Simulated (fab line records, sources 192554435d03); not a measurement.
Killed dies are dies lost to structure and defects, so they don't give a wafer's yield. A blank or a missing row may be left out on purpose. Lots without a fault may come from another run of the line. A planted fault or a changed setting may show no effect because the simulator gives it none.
Chamber matching | flow n5_finfet | N5_HKMG_FIN_CVD_62 on thermal_cvd_si-02: 3 sister chambers
The step deposits a-Si from Si2H6, target thk 3 nm, time 20.8 s. 6 wafers are shown with their chamber, then 10 later ones without.

WAFERS WITH THEIR CHAMBER
wafer  | chamber | heater_power_w (W)
L085.5 | 2       | 1377
L087.2 | 2       | 1330
L087.4 | 1       | 1485
L087.6 | 0       | 1515
L091.4 | 0       | 1507
L091.5 | 1       | 1444

WAFERS WITHOUT THEIR CHAMBER
wafer  | heater_power_w (W)
L091.6 | 1349
L093.1 | 1346
L093.3 | 1496
L093.4 | 1474
L094.1 | 1438
L094.3 | 1452
L094.6 | 1518
L097.1 | 1466
L097.4 | 1495
L097.6 | 1442

WHICH CHAMBER EACH WENT THROUGH
wafer  | from the rows above     | in truth
L091.6 | 2                       | 2
L093.1 | 2                       | 2
L093.3 | can't be placed: 0 or 1 | 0
L093.4 | can't be placed: 1 or 0 | 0
L094.1 | can't be placed: 1 or 0 | 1
L094.3 | can't be placed: 1 or 0 | 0
L094.6 | can't be placed: 0 or 1 | 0
L097.1 | can't be placed: 1 or 0 | 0
L097.4 | can't be placed: 0 or 1 | 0
L097.6 | can't be placed: 1 or 0 | 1
Placed correctly: 2 of 10. Can't be placed from these rows: 8 (the true chamber is among the candidates in 8). Placed wrongly: 0.
How it was worked out, from the rows above alone: a wafer's distance from a chamber is the root of the sum, over the readings, of the square of ((its reading less the chamber's mean) divided by the reading's scatter). The wafer belongs to the nearest chamber; if the next one is less than 2 further off, it can't be placed. A chamber's mean is the mean of its shown wafers. The scatter: the root of (the sum of the squares of (reading less its chamber's mean) over the shown wafers, divided by (wafers less chambers)).
